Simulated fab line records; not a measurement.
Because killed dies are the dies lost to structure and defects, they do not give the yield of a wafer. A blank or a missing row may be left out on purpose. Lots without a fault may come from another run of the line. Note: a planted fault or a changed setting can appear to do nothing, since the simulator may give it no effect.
Code-filled problem report in 8D (eight disciplines) form || flow nand_harc || the parts of the form that need people (team, actions taken, sign-off) are left out

1. WHAT WENT WRONG
oes_product_au at NHARC_A_WL_FILL_ETCHBACK_17 reads a mean of 0.850 a.u. on 2 wafers of 2 lots; wafers without a fault read 1.002 a.u. with a standard deviation of 0.011. Relative to the usual mean, that is a shift of -14 standard deviations.
The step: etches the open film in Cl2/BCl3, target depth 4 nm, time 26.7 s.
Seen first at day 21 20:26 on rie_metal-01, wafer L946.2. The record holds 42 wafers of 14 lots with a number at this step. Rule for "out", or "out of limits": more than 4 standard deviations from the usual mean. Any other wafer with a number is counted as sound.

2. WHAT IT IS, WHAT IT ISN'T
{"question": "which readings at this step", "is": "oes_product_au", "is not": "drypump_motor_current_A, he_backside_leak_sccm"}
{"question": "which lots", "is": "L946, L947", "is not": "L925, L926, L927, L928, L929, L930, L931, L932, L934, L935, L936, L941"}
{"question": "which wafers of those lots", "is": "L946.2, L947.5", "is not": "L946.1, L946.4, L947.2, L947.3"}
{"question": "read on which tools", "is": "rie_metal-01", "is not": "rie_metal-02, rie_metal-03"}
{"question": "when", "is": "from day 21 20:26", "is not": "up to then (38 sound wafers); but 2 sound wafers of L947 came after"}

3. SUSPECTS, AND WHAT RULES EACH OUT
Counting: if a tool at a process step up to the reading ran every lot that is out, it stays a suspect. Sound lots after the first of them don't rule it out here, since some wafers of a struck lot are sound.
- plasma_asher-01 at NHARC_A_WL_FILL_STRIP_27 (strips in N2/H2, time 20 s): kept. Ran every lot that is out, first one L946 (day 21 09:29); last sound lot up to then L936 (day 20 17:20).
- rie_metal-01 at NHARC_A_WL_FILL_ETCHBACK_17 (etches the open film in Cl2/BCl3, target depth 4 nm, time 26.7 s): kept. Ran every lot that is out, first one L946 (day 21 20:26); last sound lot up to then L936 (day 21 06:43). Its own oes_product_au readings are out on those wafers.
- Within rie_metal-01 at NHARC_A_WL_FILL_ETCHBACK_17: the wafers that are out ran in chamber 0; their sound lot-mates ran in chamber 1.
Remaining after the count are plasma_asher-01 at NHARC_A_WL_FILL_STRIP_27 and rie_metal-01 at NHARC_A_WL_FILL_ETCHBACK_17.

4. THE CAUSE (what the simulator had put in)
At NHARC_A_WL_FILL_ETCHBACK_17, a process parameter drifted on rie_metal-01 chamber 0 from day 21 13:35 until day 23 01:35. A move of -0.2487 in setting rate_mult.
Of the 2 suspects that counting leaves, this tool is one.

5. SEQUENCE OF EFFECTS, ordered by route
Each row: a reading whose mean over the struck wafers that have a number lies more than 3 standard deviations from the usual. Readings are gone through only where the record gives a usual standard deviation; hours: the median, over the lots, of the time from a lot's start at the first step in this table giving one to that lot's start at this step; sigmas: the change measured in usual standard deviations.
{"hours": 0, "step": "NHARC_A_WL_FILL_ETCHBACK_17", "reading": "oes_product_au", "usual": "1.002 a.u.", "on struck wafers": 0.850, "change": -0.152, "sigmas": -14}
It contains these process steps:
- NHARC_A_WL_FILL_ETCHBACK_17: etches the open film in Cl2/BCl3, target depth 4 nm, time 26.7 s.

6. WHAT WOULD HAVE CAUGHT IT SOONER
The fault began at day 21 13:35; the first out-of-limits reading in this record came at day 21 20:26, 7 hours later.
